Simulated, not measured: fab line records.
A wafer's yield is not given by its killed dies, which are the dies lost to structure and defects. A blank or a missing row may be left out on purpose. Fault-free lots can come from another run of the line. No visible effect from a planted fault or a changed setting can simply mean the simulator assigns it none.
Which tool is to blame?    flow n5-finfet    11 lots, 33 wafers sampled, at 2 steps of a route of 1938

WHAT EACH GAUGE READ, for each wafer
N5_BEOL_M12_INSPECT_12: inspects for defects (macro).
lot   measured      on                 raw-defect-count
L902  day 11 01:17  defect-inspect-02  3 2 1
L903  day 11 06:35  defect-inspect-02  3 2 5
L905  day 11 15:04  defect-inspect-01  0 1 1
L908  day 12 15:30  defect-inspect-02  3 1 6
L907  day 12 19:49  defect-inspect-02  0 4 1
L912  day 15 00:41  defect-inspect-01  3 2 1
L914  day 15 09:51  defect-inspect-02  2 3 1
L920  day 15 10:23  defect-inspect-02  1 1 3
L917  day 15 17:18  defect-inspect-02  0 3 2
L918  day 15 21:21  defect-inspect-01  1 2 0
L925  day 17 09:11  defect-inspect-02  1 3 2

EACH LOT AND THE TOOL THAT RAN IT (in order: tool; ch and the chambers of the sampled wafers; start)
lot   N5_BEOL_M11_SURFACE_TREAT_76
L902  pvd-sputter-01, day 10 23:24
L903  pvd-sputter-03, day 11 03:42
L905  pvd-sputter-03, day 11 13:17
L908  pvd-sputter-03, day 12 13:20
L907  pvd-sputter-01, day 12 17:53
L912  pvd-sputter-01, day 14 22:34
L914  pvd-sputter-03, day 15 07:14
L920  pvd-sputter-01, day 15 08:00
L917  pvd-sputter-01, day 15 15:02
L918  pvd-sputter-02, day 15 19:25
L925  pvd-sputter-02, day 17 07:15
- N5_BEOL_M11_SURFACE_TREAT_76

AS READ BY THE TOOLS THEMSELVES (means over the sampled wafers that have a number; for cases with no such wafer, the mark the record gives instead)
The record holds no such reading with a usual standard deviation.

THE ANSWER, worked out from the rows above alone
Rule: the lots themselves supply what counts as usual. The widest of any qualifying gaps counts: lots, ordered by their means at a reading, are off when they make up no more than a third of the lots, leave a main group of 4 or more, and stand apart from it by 3 or more times the standard deviation of that group's means. A main group whose means are all the same, to the digits that the tables above print for the reading, isn't used. Also off: a lot with no number at a reading for which 4 or more lots have one. Any other lot the step has rows for is counted as sound. Order of review: gauges by route order, followed by the tools' own readings, for which a lot's mean as printed above is used. At the first step where some lot is off, the reading lying furthest off is the one used; lots without a number count as furthest.
No lot is off at any reading shown: from this, nothing can be told.

WHAT HAD BEEN PUT IN BY THE SIMULATOR
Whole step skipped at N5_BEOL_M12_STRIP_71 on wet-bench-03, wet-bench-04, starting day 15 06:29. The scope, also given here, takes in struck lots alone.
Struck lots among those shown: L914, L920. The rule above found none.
